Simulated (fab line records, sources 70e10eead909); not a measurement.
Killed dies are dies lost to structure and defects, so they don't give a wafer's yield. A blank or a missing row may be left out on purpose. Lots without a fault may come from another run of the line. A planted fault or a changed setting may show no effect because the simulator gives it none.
Chamber matching | flow nand_harc | NHARC_P_BONDPAD_DESCUM_11 on rie_diel-10: 4 sister chambers
The step chemistry O2, time 3 s. 4 wafers are shown with their chamber, then 10 later ones without.

WAFERS WITH THEIR CHAMBER
wafer  | chamber | drypump_motor_current_A (A)
L077.4 | 1       | 5.9
L077.6 | 2       | 6.1
L079.1 | 3       | 5.3
L079.3 | 0       | 5.5

WAFERS WITHOUT THEIR CHAMBER
wafer  | drypump_motor_current_A (A)
L079.6 | 5.9
L079.2 | 5.9
L079.4 | 5.5
L079.5 | 5.2
L082.3 | 5.9
L082.4 | 6.2
L082.6 | 5.2
L092.4 | 5.5
L092.5 | 5.9
L092.6 | 6.2

WHICH CHAMBER EACH WENT THROUGH
wafer  | from the rows above | in truth
L079.6 | 1                   | 1
L079.2 | 1                   | 1
L079.4 | 0                   | 0
L079.5 | 3                   | 3
L082.3 | 1                   | 1
L082.4 | 2                   | 2
L082.6 | 3                   | 3
L092.4 | 0                   | 0
L092.5 | 1                   | 1
L092.6 | 2                   | 2
Placed correctly: 10 of 10. Can't be placed from these rows: 0. Placed wrongly: 0.
How it was worked out, from the rows above alone: a wafer's distance from a chamber is the root of the sum, over the readings, of the square of ((its reading less the chamber's mean) divided by the reading's scatter). The wafer belongs to the nearest chamber; if the next one is less than 2 further off, it can't be placed. A chamber's mean is the mean of its shown wafers. The scatter: with one shown wafer a chamber, the root of the mean of the squares of how far each hidden wafer lies from its nearest shown one.
